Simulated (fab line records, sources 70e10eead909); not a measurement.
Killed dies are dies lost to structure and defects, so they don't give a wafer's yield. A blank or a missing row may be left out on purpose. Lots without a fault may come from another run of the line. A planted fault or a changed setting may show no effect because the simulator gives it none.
Which tool did it? | flow nand_harc | 13 lots, 39 wafers sampled, at 6 steps of a route of 1159

WHAT THE GAUGES READ, wafer by wafer
NHARC_A_SOURCE_PLATE_THK_MEAS_06: measures by ellipsometry.
lot  | measured     | on            | thk_nm (nm)
L327 | day 7 21:23  | film_metro-02 | 201.3 203.0 203.7
L328 | day 7 21:23  | film_metro-01 | 202.3 200.8 201.6
L329 | day 8 04:43  | film_metro-02 | 198.2 196.7 196.9
L330 | day 8 04:43  | film_metro-01 | 198.1 197.6 200.3
L331 | day 8 16:23  | film_metro-02 | 201.6 204.6 202.5
L335 | day 9 12:54  | film_metro-02 | 198.7 200.7 198.4
L334 | day 9 12:54  | film_metro-01 | 200.1 196.5 199.2
L337 | day 9 22:56  | film_metro-02 | 202.7 202.6 204.7
L339 | day 10 19:47 | film_metro-01 | 198.8 201.3 201.1
L340 | day 11 12:29 | film_metro-02 | 198.4 197.6 199.0
L342 | day 11 12:31 | film_metro-01 | 198.8 199.4 200.4
L345 | day 12 07:01 | film_metro-02 | 202.1 202.7 204.3
L350 | day 13 11:24 | film_metro-02 | 197.5 198.7 198.4

NHARC_A_ONON_D1_THK_MEAS_05: measures by ellipsometry.
lot  | measured     | on            | thk_nm (nm)
L327 | day 7 22:35  | film_metro-01 | 1004 1003 1003
L328 | day 7 22:38  | film_metro-02 | 1005 1007 1006
L329 | day 8 05:55  | film_metro-01 | 1012 1015 1015
L330 | day 8 05:57  | film_metro-02 | 983 983 984
L331 | day 8 17:38  | film_metro-02 | 987 991 990
L335 | day 9 14:06  | film_metro-02 | 1005 1005 1006
L334 | day 9 14:07  | film_metro-01 | 1006 1004 1002
L337 | day 10 00:10 | film_metro-01 | 994 994 992
L339 | day 10 20:59 | film_metro-02 | 993 994 991
L340 | day 11 13:41 | film_metro-02 | 994 997 995
L342 | day 11 13:51 | film_metro-02 | 1014 1015 1013
L345 | day 12 08:14 | film_metro-01 | 1010 1011 1008
L350 | day 13 12:37 | film_metro-02 | 1012 1012 1010

NHARC_A_ONON_D1_THK_MEAS_11: measures by ellipsometry.
lot  | measured     | on            | thk_nm (nm)
L327 | day 7 23:43  | film_metro-02 | 1011 1010 1010
L328 | day 7 23:46  | film_metro-01 | 1008 1007 1009
L329 | day 8 07:04  | film_metro-02 | 1003 1003 1003
L330 | day 8 07:05  | film_metro-01 | 999 998 998
L331 | day 8 18:46  | film_metro-02 | 1011 1011 1010
L335 | day 9 15:14  | film_metro-02 | 1008 1009 1006
L334 | day 9 15:16  | film_metro-02 | 992 990 991
L337 | day 10 01:18 | film_metro-02 | 999 997 997
L339 | day 10 22:07 | film_metro-02 | 999 1001 998
L340 | day 11 14:50 | film_metro-02 | 1009 1008 1009
L342 | day 11 14:59 | film_metro-01 | 1536 1535 1535
L345 | day 12 09:22 | film_metro-01 | 1545 1548 1546
L350 | day 13 13:53 | film_metro-01 | 1000 999 999

NHARC_END_SORT_01.
lot  | measured     | on        | killed_at_array | killed_at_other | killed_at_periphery | killed_dies | killed_open | killed_short
L342 | day 23 12:30 | prober-01 | 673 674 670     | 0 0 1           | 4 3 6               | 677 677 677 | 7 3 5       | 0 1 1
L345 | day 24 12:37 | prober-02 | 676 672 673     | 0 1 1           | 1 4 3               | 677 677 677 | 3 2 2       | 1 2 4

WHICH TOOL RAN EACH LOT (tool, then ch and the chambers of the sampled wafers, then the start)
lot  | NHARC_P_BONDPAD_CMP_19        | NHARC_A_ONON_D1_DEP_09
L327 | cmp-03 ch 2,3, day 6 21:14    | pecvd_onon-04 ch 0, day 7 23:13
L328 | cmp-01 ch 0,2,3, day 6 22:43  | pecvd_onon-02 ch 0, day 7 23:15
L329 | cmp-02 ch 0,1,2, day 7 01:31  | pecvd_onon-02 ch 0, day 8 06:33
L330 | cmp-03 ch 0,3, day 7 02:37    | pecvd_onon-01 ch 0, day 8 06:38
L331 | cmp-03 ch 0,1, day 7 11:03    | pecvd_onon-04 ch 0, day 8 18:15
L335 | cmp-02 ch 0,1,2, day 8 08:46  | pecvd_onon-04 ch 0, day 9 14:44
L334 | cmp-01 ch 0,1,3, day 8 09:24  | pecvd_onon-02 ch 0, day 9 14:48
L337 | cmp-01 ch 0,1,3, day 9 00:17  | pecvd_onon-02 ch 0, day 10 00:47
L339 | cmp-01 ch 0,1,2, day 9 21:12  | pecvd_onon-02 ch 0, day 10 21:37
L340 | cmp-01 ch 0,2,3, day 10 12:35 | pecvd_onon-04 ch 0, day 11 14:19
L342 | cmp-01 ch 0,2, day 10 13:18   | pecvd_onon-02 ch 0, day 11 14:29
L345 | cmp-03 ch 0,1,2, day 11 03:39 | pecvd_onon-02 ch 0, day 12 08:55
L350 | cmp-02 ch 0,1,3, day 12 11:24 | pecvd_onon-01 ch 0, day 13 13:23
- NHARC_P_BONDPAD_CMP_19: polishes, t overpolish 30 s, cu recess touch 16 s, target thk 160.81 nm.
- NHARC_A_ONON_D1_DEP_09: target thk 1000 nm.

WHAT THE TOOLS THEMSELVES READ (means of the sampled wafers that have a number; where no wafer has one, the mark that the record gives instead)
NHARC_P_BONDPAD_CMP_19.
lot  | tool   | motor_current_A (A) | overpolish_run_s (s)
L327 | cmp-03 | 11.5                | 30.006
L328 | cmp-01 | 12.3                | 29.996
L329 | cmp-02 | 11.5                | 29.997
L330 | cmp-03 | 11.3                | 29.997
L331 | cmp-03 | 10.9                | 29.993
L335 | cmp-02 | 11.8                | 29.998
L334 | cmp-01 | 13.0                | 30.004
L337 | cmp-01 | 13.2                | 29.992
L339 | cmp-01 | 13.5                | 29.997
L340 | cmp-01 | 12.0                | 30.002
L342 | cmp-01 | 12.3                | 29.998
L345 | cmp-03 | 11.1                | 30.000
L350 | cmp-02 | 12.7                | 29.994

NHARC_A_ONON_D1_DEP_09.
lot  | tool          | n2_flow_sccm (sccm) | nh3_flow_sccm (sccm)
L327 | pecvd_onon-04 | 2744                | 498.9
L328 | pecvd_onon-02 | 2753                | 499.8
L329 | pecvd_onon-02 | 2761                | 500.5
L330 | pecvd_onon-01 | 2754                | 499.4
L331 | pecvd_onon-04 | 2748                | 500.0
L335 | pecvd_onon-04 | 2745                | 502.9
L334 | pecvd_onon-02 | 2754                | 499.2
L337 | pecvd_onon-02 | 2754                | 500.7
L339 | pecvd_onon-02 | 2758                | 499.7
L340 | pecvd_onon-04 | 2760                | 500.7
L342 | pecvd_onon-02 | 2756                | 501.1
L345 | pecvd_onon-02 | 2755                | 499.0
L350 | pecvd_onon-01 | 2752                | 501.2

THE ANSWER, worked out from the rows above alone
Rule: what is usual is taken from the lots themselves. Put in order of their means at a reading, lots are off if they are a third of the lots or fewer, leave a main group of 4 or more, and stand apart from it by a gap of 3 or more times the standard deviation of the main group's means; of several such gaps the widest counts. A main group whose means are all the same, to the digits that the tables above print for the reading, isn't used. A lot without any number at a reading at which 4 lots or more have one is off too. The other lots that the step has rows for count as sound. The gauges are gone through in route order, then the tools' own readings, and for those a lot's mean is taken as printed above. The first step at which some lot is off is used, and at that step the reading that is off furthest; a lot without a number counts as furthest.
Off: L342, L345, at NHARC_A_ONON_D1_THK_MEAS_11 (thk_nm). The main group: mean 1003 nm, standard deviation 6.1.
A tool fits if, at a process step before that reading, it ran every lot that is off, and no sound lot after the first of them. The gauges at NHARC_A_ONON_D1_THK_MEAS_11 are tried like those tools. One fits: pecvd_onon-02 at NHARC_A_ONON_D1_DEP_09. Its last sound lot is L339 (day 10 21:37), its first lot that is off L342 (day 11 14:29): a fault that began between those two fits.

WHAT THE SIMULATOR HAD PUT IN
Process parameter drift: pecvd_onon-02, from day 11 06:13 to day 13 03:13, at NHARC_A_ONON_D1_DEP_09. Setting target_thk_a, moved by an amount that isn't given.
Lots struck among those shown: L342, L345. The rule above found the same.
